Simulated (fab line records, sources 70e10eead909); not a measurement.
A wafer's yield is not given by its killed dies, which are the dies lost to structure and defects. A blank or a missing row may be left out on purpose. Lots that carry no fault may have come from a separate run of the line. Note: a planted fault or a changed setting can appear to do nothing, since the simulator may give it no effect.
A struck lot beside a sound one / flow nand_harc / 40 steps out of a route of 1302
Sound: wafers L297.1, L297.2, L297.5. Struck: wafer L312.6 (L312.2, L312.3, from the same lot, were not struck and are left out); the cause is given at the end.
For every step that has rows: the tool of each side, followed by ch and its chambers, followed by its first start. Under that, the readings that differ: sound wafers / struck wafers / difference of the means / sigmas: that difference in standard deviations of wafers without a fault.
alike: same words and numbers on both sides, and readings whose means sit less than 2 such deviations apart. not compared: any withheld reading, any reading some wafer has no value for, any bound like >300 that may hide the same value, and any number with overlapping values for which the record gives no deviation.
A row with sigmas, a row that says differs or no value, or rows on one side alone: a step with any of these is where the two part. Numbers that have no deviation but don't overlap get no sigmas and don't part them. A reading that every wafer of one side lacks parts them only if that side has two wafers or more.

first, 2 steps without rows for these wafers: NHARC_THIN_TSV_ETCH_44 (etches the open film in CF4/O2, target depth 1594.2 nm, time 797.1 s); NHARC_THIN_TSV_ETCH_15 (target depth 3000 nm, bosch target overetch cycles 2, bosch etch step 2.8 s).
NHARC_THIN_TSV_CD_MEAS_16:
  sound: cd_sem-02 at day 26 08:49; struck: cd_sem-02 at day 31 18:19
  alike: cd_nm
then, 4 steps without rows for these wafers: NHARC_THIN_TSV_STRIP_45 (strips in O2); NHARC_THIN_TSV_STRIP_46 (strips in post etch residue remover, time 1200 s); NHARC_THIN_TSV_DEP_47 (deposits SiO2, target thk 200 nm); NHARC_THIN_TSV_ETCHBACK_48 (etches the open film in C4F8/Ar, target depth 1028.5 nm, time 405.17 s).
NHARC_THIN_TSV_STRIP_62: strips in N2/H2, time 20 s.
  sound on plasma_asher-01 ch 0,1, day 26 10:28; struck on plasma_asher-02 ch 0, day 31 19:58
  alike: drypump_motor_current_A, heater_power_w
  not compared: rf_hours_counter_h
then, 1 step without rows for these wafers: NHARC_THIN_TSV_DEGAS_49 (time 120 s).
NHARC_THIN_TSV_PRE_CLEAN_50: time 30 s.
  sound on pvd_sputter-03; struck on pvd_sputter-02
  alike: heater_power_w
  not compared: susceptor_temp_C
then, 2 steps without rows for these wafers: NHARC_THIN_TSV_PVD_19 (deposits TaN, target thk 20 nm); NHARC_THIN_TSV_PVD_51 (deposits Cu, target thk 100 nm).
NHARC_THIN_TSV_ECD_20: material Cu, target thk 2000 nm.
  sound on ecd_cu-02 ch 0,1, day 26 11:05; struck on ecd_cu-01 ch 0,1, day 31 20:35
then, 3 steps without rows for these wafers: NHARC_THIN_TSV_ANNEAL_52 (time 90 s); NHARC_THIN_TSV_CMP_21 (polishes, t overpolish 30 s, target thk 2000 nm); NHARC_THIN_TSV_SRD_23.
NHARC_THIN_TSV_DEGAS_53: time 60 s.
  sound: pvd_sputter-02 at day 26 12:39; struck: pvd_sputter-02 at day 31 22:08
reading=heater_power_w (W); sound=503 552 414; struck=397; difference=-93; sigmas=-2
  alike: susceptor_temp_C
then, 11 steps without rows for these wafers: NHARC_THIN_TSV_PRE_CLEAN_54 (time 30 s); NHARC_THIN_TSV_PVD_55 (deposits TiN, target thk 50 nm); NHARC_THIN_TSV_PVD_24 (deposits Al, target thk 800 nm); NHARC_THIN_TSV_DEHYDRATE_25 (time 120 s); NHARC_THIN_TSV_HMDS_26 (time 30 s); NHARC_THIN_TSV_COAT_27; NHARC_THIN_TSV_SOFTBAKE_28 (time 95 s); NHARC_THIN_TSV_EBR_29; NHARC_THIN_TSV_EXPOSE_30 (exposes mask PAD); NHARC_THIN_TSV_PEB_31 (peb time 85 s); NHARC_THIN_TSV_DEVELOP_32 (time 70 s).
NHARC_THIN_TSV_CD_MEAS_33: the cd target is 5000 nm.
  sound on cd_sem-02 ch 0, day 26 13:40; struck on cd_sem-01 ch 0, day 31 23:26
  alike: cd_nm
then, 2 steps without rows for these wafers: NHARC_THIN_TSV_HARDBAKE_34 (time 80 s); NHARC_THIN_TSV_DESCUM_35 (chemistry O2, time 3 s).
NHARC_THIN_TSV_ETCH_59: etches the open film in Cl2/BCl3, target depth 880 nm, time 138.1 s.
  sound on rie_metal-02 ch 0,1, day 26 13:57; struck on rie_metal-01 ch 0, day 31 23:46
reading=drypump_motor_current_A (A); sound=6.8 6.1 6.8; struck=5.3; difference=-1.3; sigmas=-2
  alike: oes_product_au, throttle_valve_pct
  not compared: rf_hours_counter_h
then, 1 step without rows for these wafers: NHARC_THIN_TSV_ETCH_36 (etches the open film in Cl2/BCl3, target depth 65 nm, time 18.571 s).
NHARC_THIN_TSV_STRIP_56: strips in O2.
  sound on plasma_asher-02 ch 0,1, day 26 14:18; struck on plasma_asher-02 ch 0, day 32 00:05
  alike: drypump_motor_current_A, heater_power_w
  not compared: rf_hours_counter_h
then, 1 step without rows for these wafers: NHARC_THIN_TSV_STRIP_57 (strips in post etch residue remover, time 1200 s).
NHARC_THIN_TSV_CD_MEAS_37:
  sound: cd_sem-01 at day 26 15:05; struck: cd_sem-03 at day 32 00:53
  alike: cd_nm
then, 1 step without rows for these wafers: NHARC_THIN_TSV_ANNEAL_58 (time 1800 s).
NHARC_THIN_TSV_INSPECT_40:
  sound: defect_inspect-01 at day 26 20:47; struck: defect_inspect-01 at day 32 05:32
  alike: raw_defect_count
NHARC_END_WLT_00:
  sound wafers here have rows in the record (prober-01, day 26 20:50); struck ones have none
NHARC_END_SORT_01:
  sound on prober-01 ch 0, day 26 23:47; struck on prober-01 ch 0, day 32 12:36
reading=defect_limited_yield (%); sound=96.9 98.1 96.6; struck=0; difference=-97; sigmas=-37
reading=killed_at_array; sound=20 11 22; struck=61; difference=+43; sigmas=+3
reading=killed_at_other; sound=0 0 0; struck=614; difference=+614; sigmas=+99 or more
reading=killed_dies; sound=21 13 23; struck=677; difference=+658; sigmas=+37
reading=sort_bin_2_pct (%); sound=1.6 0.6 1.2; struck=93.6; difference=+92.5; sigmas=+77
reading=sort_bin_4_pct (%); sound=1.5 1.3 2.1; struck=5.6; difference=+4.0; sigmas=+3
reading=sort_n_pass; sound=656 664 654; struck=0; difference=-658; sigmas=-37
reading=sort_rim_yield_pct (%); sound=96 99 95; struck=0; difference=-97; sigmas=-26
reading=sort_yield_pct (%); sound=96.9 98.1 96.6; struck=0; difference=-97; sigmas=-37
  alike: killed_at_periphery, killed_open, killed_short, sort_bin_3_pct

WHERE THEY PART
Last at NHARC_END_SORT_01 as far as this record goes, first at NHARC_THIN_TSV_DEGAS_53.

WHY: what the simulator had put in
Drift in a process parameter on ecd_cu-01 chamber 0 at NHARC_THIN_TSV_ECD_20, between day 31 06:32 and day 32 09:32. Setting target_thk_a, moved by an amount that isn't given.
